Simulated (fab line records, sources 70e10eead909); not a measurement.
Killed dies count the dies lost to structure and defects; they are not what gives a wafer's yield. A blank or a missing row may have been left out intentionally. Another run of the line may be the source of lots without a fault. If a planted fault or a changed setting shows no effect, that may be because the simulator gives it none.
Comparing a struck lot with a sound one || flow nandHarc || 41 steps out of a route of 1302
Sound: wafers L340.2, L340.3, L340.5. Struck: wafers L348.1, L348.3. (L348.2 of the same lot was not struck and is left out.) The cause comes at the end.
Order at every step that has rows: each side's tool, ch and its chambers, its first start. Under that, the readings that differ: sound wafers || struck wafers || difference of the means || sigmas: that difference in standard deviations of wafers without a fault.
alike: words and numbers the same on both sides, and readings whose means are apart by under 2 such deviations; not compared: readings that were withheld, readings missing a value for some wafer, numbers with overlapping values and no deviation given by the record, and bounds like >300 which may hide the same value.
Wherever a step has rows on one side only, a row that says differs or no value, or a row with sigmas, the two part there. Numbers that have no deviation but don't overlap get no sigmas and don't part them. A reading that every wafer of one side lacks parts them only if that side has two wafers or more.

NHARC_A_M1_OVL_MEAS_10: pitch 240 nm.
  struck on overlay-02, day 27 21:54; sound on overlay-02, day 25 20:42
  alike: overlayXNm, overlayYNm
NHARC_A_M1_INSPECT_11:
  struck on defectInspect-02, day 27 21:56; sound on defectInspect-02, day 25 20:44
  alike: rawDefectCount
then, 3 steps without rows for these wafers: NHARC_A_M1_DESCUM_14 (chemistry O2, time 3 s); NHARC_A_M1_ETCH_35 (etches the open film in N2/H2, target depth 40 nm, overetch 12 nm, time 43.94 s); NHARC_A_M1_ETCH_15 (etches the open film in C4F8/Ar, target depth 182.5 nm, time 91.2 s).
NHARC_A_M1_CD_MEAS_16:
  struck on cdSem-02, day 27 22:21; sound on cdSem-01, day 25 21:07
  alike: cdNm
then, 4 steps without rows for these wafers: NHARC_A_M1_STRIP_18 (strips in N2/H2); NHARC_A_M1_ETCH_28 (etches the open film in CF4/N2, target depth 30 nm, time 72.99 s); NHARC_A_M1_STRIP_19 (strips in post etch residue remover, time 600 s); NHARC_A_M1_DEGAS_29 (time 60 s).
NHARC_A_M1_PRE_CLEAN_30: time 30 s.
  sound on pvdSputter-01; struck on pvdSputter-01
  alike: heaterPowerW
then, 1 step without rows for these wafers: NHARC_A_M1_PVD_20 (deposits TaN, target thk 5 nm, time 8.06 s).
NHARC_A_M1_PVD_21: deposits Cu, target thk 30 nm, time 20.49 s.
  struck on pvdSputter-01, day 27 23:21; sound on pvdSputter-01, day 25 22:05
  alike: throttleValvePct
then, 1 step without rows for these wafers: NHARC_A_M1_ECD_22 (material Cu, target thk 400 nm).
NHARC_A_M1_ANNEAL_31: time 90 s.
  sound on rtpAnneal-01 ch 0, day 25 22:40; struck on rtpAnneal-02 ch 0, day 27 23:54
  alike: wafer_temp_C_max
then, 2 steps without rows for these wafers: NHARC_A_M1_CMP_23 (polishes, t overpolish 20 s, target thk 154.34 nm); NHARC_A_M1_SRD_25.
NHARC_A_M1_INSPECT_27:
  struck on defectInspect-01, day 28 00:43; sound on defectInspect-01, day 25 23:25
  alike: rawDefectCount
then, 1 step without rows for these wafers: NHARC_A_M1_PRE_CLEAN_32 (time 12 s).
NHARC_A_M1_DEP_33: deposits SiCN, target thk 30 nm.
  sound on pecvd-01 ch 1,2, day 25 23:36; struck on pecvd-02 ch 0,2, day 28 00:52
  alike: heaterPowerW
NHARC_A_BONDPAD_DEP_00: deposits SiCN, target thk 250 nm.
  the record has rows for the sound wafers here (pecvd-03 ch 1,2, day 26 00:12) and none for the struck ones
then, 1 step without rows for these wafers: NHARC_A_BONDPAD_CMP_29 (polishes SiCN, target thk 200 nm).
NHARC_A_BONDPAD_THK_MEAS_30: measures by ellipsometry.
  the record has rows for the sound wafers here (filmMetro-02, day 26 00:49) and none for the struck ones
then, 10 steps without rows for these wafers: NHARC_A_BONDPAD_SRD_31; NHARC_A_BONDPAD_DEHYDRATE_01 (time 120 s); NHARC_A_BONDPAD_HMDS_02 (time 30 s); NHARC_A_BONDPAD_COAT_33 (time 65 s); NHARC_A_BONDPAD_COAT_03 (resist thk 600 nm); NHARC_A_BONDPAD_SOFTBAKE_04 (time 70 s); NHARC_A_BONDPAD_EBR_05; NHARC_A_BONDPAD_EXPOSE_06 (exposes mask A BPAD); NHARC_A_BONDPAD_PEB_07 (peb time 80 s); NHARC_A_BONDPAD_DEVELOP_08 (time 50 s).
NHARC_A_BONDPAD_CD_MEAS_09 targets a cd of 500 nm.
  the record has rows for the sound wafers here (cdSem-03 ch 0, day 26 01:23) and none for the struck ones
NHARC_A_BONDPAD_OVL_MEAS_35:
  the record has rows for the sound wafers here (overlay-02, day 26 01:28) and none for the struck ones
then, 1 step without rows for these wafers: NHARC_A_BONDPAD_HARDBAKE_10 (time 65 s).
NHARC_A_BONDPAD_DESCUM_11: chemistry O2, time 3 s.
  the record has rows for the sound wafers here (rieDiel-09 ch 1,3, day 26 01:36) and none for the struck ones
then, 2 steps without rows for these wafers: NHARC_A_BONDPAD_ETCH_34 (etches the open film in N2/H2, target depth 60 nm, overetch 18 nm, time 65.91 s); NHARC_A_BONDPAD_ETCH_12 (etches the open film in CHF3/O2, target depth 220 nm, time 110 s).
NHARC_A_BONDPAD_CD_MEAS_13:
  the record has rows for the sound wafers here (cdSem-02, day 26 01:55) and none for the struck ones
-- break in the record here, with 2 days between the starts of the struck wafers on either side (left off in module A_BONDPAD, picked up again in module END, where the first step shown is number 1302 on the route) --
NHARC_END_SORT_01:
  sound on prober-02 ch 0, day 27 09:46; struck on prober-01 ch 0, day 30 02:27
{"reading": "defectLimitedYield (%)", "sound": "95.1 95.3 96.2", "struck": "0 0", "difference": -96, "sigmas": -34}
{"reading": "killedAtArray", "sound": "30 31 25", "struck": "673 676", "difference": "+646", "sigmas": "+34"}
{"reading": "killedDies", "sound": "33 32 26", "struck": "677 677", "difference": "+647", "sigmas": "+34"}
{"reading": "sort_bin_2_pct (%)", "sound": "1.8 0.6 1.3", "struck": "96.9 95.1", "difference": "+94.8", "sigmas": "+79"}
{"reading": "sortNPass", "sound": "644 645 651", "struck": "0 0", "difference": -647, "sigmas": -34}
{"reading": "sortRimYieldPct (%)", "sound": "97 92 97", "struck": "0 0", "difference": -95, "sigmas": -20}
{"reading": "sortYieldPct (%)", "sound": "95.1 95.3 96.2", "struck": "0 0", "difference": -96, "sigmas": -34}
  alike: killedAtOther, killedAtPeriphery, killedOpen, killedShort, sort_bin_3_pct, sort_bin_4_pct

== WHERE THEY PART ==
Last at NHARC_END_SORT_01 as far as this record goes, first at NHARC_A_BONDPAD_DEP_00.

WHY: what the simulator had put in
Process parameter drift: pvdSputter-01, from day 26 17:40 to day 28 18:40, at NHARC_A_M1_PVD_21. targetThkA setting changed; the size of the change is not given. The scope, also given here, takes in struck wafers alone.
